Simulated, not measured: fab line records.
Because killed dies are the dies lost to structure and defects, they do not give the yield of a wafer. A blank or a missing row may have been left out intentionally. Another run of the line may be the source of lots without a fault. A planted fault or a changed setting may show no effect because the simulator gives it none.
Matching of chambers || flow n5-finfet || 3 sister chambers for N5_BEOL_M8_CURE_74 on uv-cure-02
The step cures SiCOH lowk, time 240 s. 6 wafers are shown with their chamber, then 10 later ones without.

== EACH WAFER AND ITS CHAMBER ==
{"wafer": "L083.3", "chamber": 2, "lamp-power-pct (%)": 52.40, "wafer_temp_C_max": 387.4}
{"wafer": "L083.6", "chamber": 2, "lamp-power-pct (%)": 52.29, "wafer_temp_C_max": 386.8}
{"wafer": "L086.3", "chamber": 1, "lamp-power-pct (%)": 52.27, "wafer_temp_C_max": 387.2}
{"wafer": "L086.4", "chamber": 1, "lamp-power-pct (%)": 52.39, "wafer_temp_C_max": 386.8}
{"wafer": "L089.1", "chamber": 0, "lamp-power-pct (%)": 52.42, "wafer_temp_C_max": 387.8}
{"wafer": "L089.2", "chamber": 0, "lamp-power-pct (%)": 52.31, "wafer_temp_C_max": 386.6}

== WAFERS WITHOUT THEIR CHAMBER ==
{"wafer": "L089.3", "lamp-power-pct (%)": 52.32, "wafer_temp_C_max": 386.7}
{"wafer": "L094.1", "lamp-power-pct (%)": 52.32, "wafer_temp_C_max": 386.6}
{"wafer": "L094.3", "lamp-power-pct (%)": 52.38, "wafer_temp_C_max": 387.7}
{"wafer": "L094.4", "lamp-power-pct (%)": 52.39, "wafer_temp_C_max": 386.8}
{"wafer": "L094.2", "lamp-power-pct (%)": 52.25, "wafer_temp_C_max": 387.1}
{"wafer": "L094.5", "lamp-power-pct (%)": 52.42, "wafer_temp_C_max": 386.5}
{"wafer": "L094.6", "lamp-power-pct (%)": 52.35, "wafer_temp_C_max": 386.9}
{"wafer": "L097.1", "lamp-power-pct (%)": 52.42, "wafer_temp_C_max": 386.6}
{"wafer": "L097.2", "lamp-power-pct (%)": 52.26, "wafer_temp_C_max": 386.8}
{"wafer": "L097.6", "lamp-power-pct (%)": 52.30, "wafer_temp_C_max": 386.6}

== CHAMBER TAKEN BY EACH ==
{"wafer": "L089.3", "from the rows above": "can't be placed: 1 or 2 or 0", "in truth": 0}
{"wafer": "L094.1", "from the rows above": "can't be placed: 1 or 2 or 0", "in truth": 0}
{"wafer": "L094.3", "from the rows above": "can't be placed: 0 or 2 or 1", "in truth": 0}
{"wafer": "L094.4", "from the rows above": "can't be placed: 0 or 2 or 1", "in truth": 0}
{"wafer": "L094.2", "from the rows above": "can't be placed: 1 or 2 or 0", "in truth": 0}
{"wafer": "L094.5", "from the rows above": "can't be placed: 0 or 2 or 1", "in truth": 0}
{"wafer": "L094.6", "from the rows above": "can't be placed: 1 or 2 or 0", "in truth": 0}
{"wafer": "L097.1", "from the rows above": "can't be placed: 0 or 2 or 1", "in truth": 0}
{"wafer": "L097.2", "from the rows above": "can't be placed: 1 or 2 or 0", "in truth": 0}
{"wafer": "L097.6", "from the rows above": "can't be placed: 1 or 2 or 0", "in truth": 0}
Placed correctly: 0 of 10. From these rows, 10 cannot be placed; in 10 the true chamber is one of the candidates. Wrongly placed: 0.
How it was worked out, from the rows above alone: a wafer's distance from a chamber is the root of the sum, over the readings, of the square of ((its reading less the chamber's mean) divided by the reading's scatter). The wafer belongs to the nearest chamber; if the next one is less than 2 further off, it can't be placed. The mean given for a chamber averages the wafers shown for that chamber. How the scatter is found: for the shown wafers, subtract from each reading the mean of its chamber, square and add these, divide the total by (wafers less chambers), then take the root.
